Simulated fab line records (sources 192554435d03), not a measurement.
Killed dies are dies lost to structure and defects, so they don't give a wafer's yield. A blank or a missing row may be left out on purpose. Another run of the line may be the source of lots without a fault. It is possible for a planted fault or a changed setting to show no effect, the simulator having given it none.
Comparing a struck lot with a sound one    flow n5Finfet    37 steps out of a route of 1938
Sound: these wafers, L559.2, L559.3, L559.6. Struck: wafers L566.1, L566.3. The cause is given at the end.
Order at every step that has rows: each side's tool, ch and its chambers, its first start. Under that, the readings that differ: sound wafers    struck wafers    difference of the means    sigmas: that difference in standard deviations of wafers without a fault.
alike: readings with means less than 2 such deviations apart, plus words and numbers identical on both sides. not compared: withheld readings, readings lacking a value on some wafer, bounds such as >300 that could conceal the same value, and numbers that have no deviation in the record and whose values overlap.
Wherever a step has rows on one side only, a row that says differs or no value, or a row with sigmas, the two part there. Non-overlapping numbers with no deviation appear without sigmas and do not part them. A reading missing from all wafers of one side parts the sides only when that side holds two or more wafers.

first, 9 steps without rows for these wafers: N5_BEOL_M9_DESCUM_33 (chemistry O2, time 7 s); N5_BEOL_M9_ETCH_76 (etches underlayer in N2/H2, target depth 6.5 nm, time 5.2 s); N5_BEOL_M9_ETCH_65 (etches SiARC in CF4, target depth 15.6 nm, time 26 s); N5_BEOL_M9_ETCH_66 (etches SOC in N2/H2, target depth 80 nm, overetch 16 nm, time 120 s); N5_BEOL_M9_STRIP_69 (strips in N2/H2); N5_BEOL_M9_STRIP_77 (strips in N2/H2); N5_BEOL_M9_VIA_ETCH_34 (etches SiCOH lowk in C4F6/O2, target depth 182.4 nm, time 68.4 s); N5_BEOL_M9_STRIP_73 (strips in C4F6/O2); N5_BEOL_M9_STRIP_36 (strips in N2/H2).
N5_BEOL_M9_TRENCH_ETCH_37: etches SiCOH lowk in C4F6/O2, target depth 151.43 nm, time 49 s.
  sound on rieDiel-06 ch 1,3, day 10 18:27; struck on rieDiel-01 ch 0,3, day 13 02:28
reading                                    sound            struck       difference  sigmas
runLengthS (s)                             72.5 72.4 72.4   60.6 61.1    -11.6       -29
timeS (s)                                  49 49 49         34.3 34.3    -14.7       
model.etch.depthNm (nm)                    153.1 151.6 151  108.3 107.3  -44.1       
model.BEOL_M9.featureDepthNm (nm)          153 151.6 151    108.4 107.2  -44.1       
model.TiN_of_BEOL_M9_HM_DEP_02.thkNm (nm)  15.4 15.6 15.8   17 17.2      +2          
  alike: O2_flow_sccm, drypumpMotorCurrentA, oesProductAu, rfVppV, showerheadPlenumPTorr, throttleValvePct
  not compared: rfHoursCounterH
then, 2 steps without rows for these wafers: N5_BEOL_M9_ETCH_41 (etches SiCN in CH3F/O2, target depth 36.6 nm, time 70.1 s); N5_BEOL_M9_STRIP_80 (strips in N2/H2, time 10 s).
N5_BEOL_M9_OCD_MEAS_38:
  struck on ocd-01, day 13 02:38; sound on ocd-02, day 10 18:37
reading             sound        struck   difference  sigmas
trenchDepthNm (nm)  153 152 151  108 107  -44         -13
then, 13 steps without rows for these wafers: N5_BEOL_M9_HM_STRIP_39 (strips TiN in peroxide tin strip, target depth 25 nm, time 158 s); N5_BEOL_M9_SRD_40 (time 30 s); N5_BEOL_M9_PRECLEAN_42 (cleans in residue remover, time 60 s); N5_BEOL_M9_SRD_43 (time 30 s); N5_BEOL_M9_CURE_72 (cures SiCOH lowk, time 120 s); N5_BEOL_M9_DEGAS_44 (time 60 s); N5_BEOL_M9_PRE_CLEAN_45 (time 30 s); N5_BEOL_M9_ALD_74 (deposits TaN, target thk 2 nm, pulse time 2 s, purge time 3 s); N5_BEOL_M9_SURFACE_TREAT_79; N5_BEOL_M9_CVD_78 (deposits Co from CCTBA/H2, target thk 2 nm, time 138.9 s); N5_BEOL_M9_SPUTTER_48 (material Cu, target thk 12 nm, time 2 s); N5_BEOL_M9_ECD_50 (material Cu, target thk 318 nm); N5_BEOL_M9_ANNEAL_51 (time 90 s).
N5_BEOL_M9_CMP_52: polishes, stops on SiCOH lowk, t overpolish 7 s, target thk 140 nm.
  sound on cmp-03 ch 0,1,3, day 10 20:48; struck on cmp-01 ch 2,3, day 13 05:06
reading                                sound              struck       difference  sigmas
slurryFilterDpKPa (kPa)                13.59 13.61 13.66  13.49 13.19  -0.28       -2
model.Cu_of_BEOL_M9_ECD_50.thkNm (nm)  141.6 142.6 139.2  99.2 97.2    -42.9       
  alike: motorCurrentA
N5_BEOL_M9_THK_MEAS_53: measures by xrf.
  struck on filmMetro-02, day 13 05:19; sound on filmMetro-02, day 10 21:01
reading      sound        struck  difference  sigmas
M9_THK (nm)  142 143 139  99 97   -43         -12
then, 2 steps without rows for these wafers: N5_BEOL_M9_PRE_CLEAN_55 (time 15 s); N5_BEOL_M9_DEP_56 (deposits SiCN from 3MS/NH3, target thk 15 nm, time 26.5 s).
N5_BEOL_M9_RS_MEAS_57: measurement is done with a four-point probe.
  struck on filmMetro-02, day 13 05:28; sound on filmMetro-01, day 10 21:09
reading         sound              struck       difference  sigmas
M9_RS (ohm/sq)  0.149 0.147 0.151  0.222 0.228  +0.076      +19
then, 5 steps without rows for these wafers: N5_BEOL_M10_ILD_DEP_00 (deposits SiCOH lowk from DEMS/porogen, target thk 308.51 nm, time 58 s); N5_BEOL_M10_CURE_71 (cures SiCOH lowk, time 240 s); N5_BEOL_M10_PECVD_70 (deposits SiO2 from TEOS/O2, target thk 20 nm, time 22.7 s); N5_BEOL_M10_HM_DEP_02 (deposits TiN, target thk 20 nm); N5_BEOL_M10_COAT_59 (time 60 s, resist thk 100 nm).
N5_BEOL_M15_RC_MEAS_101:
  sound on prober-02 ch 0, day 12 12:47; struck on prober-02 ch 0, day 15 04:00
reading                    sound           struck     difference  sigmas
SERP_M11 (ohm/um)          3.11 3.16 3.15  2.92 2.88  -0.24       -2
SERP_M9 (ohm/um)           2.99 3.00 3.06  4.45 4.66  +1.54       +15
SERP_M9_max_site (ohm/um)  3.04 3.06 3.10  4.67 4.77  +1.65       +15
  alike: COMB_M10, COMB_M11, COMB_M12, COMB_M13, COMB_M14, COMB_M15, COMB_M5, COMB_M6, COMB_M7, COMB_M8, SERP_M10, SERP_M12, SERP_M12_max_site, SERP_M13, SERP_M14, SERP_M5, SERP_M6, SERP_M7, SERP_M8, SERP_M8_max_site

## WHERE THEY PART
At N5_BEOL_M9_TRENCH_ETCH_37 first; at N5_BEOL_M15_RC_MEAS_101 last (within this record only).

WHY: whatever the simulator had introduced
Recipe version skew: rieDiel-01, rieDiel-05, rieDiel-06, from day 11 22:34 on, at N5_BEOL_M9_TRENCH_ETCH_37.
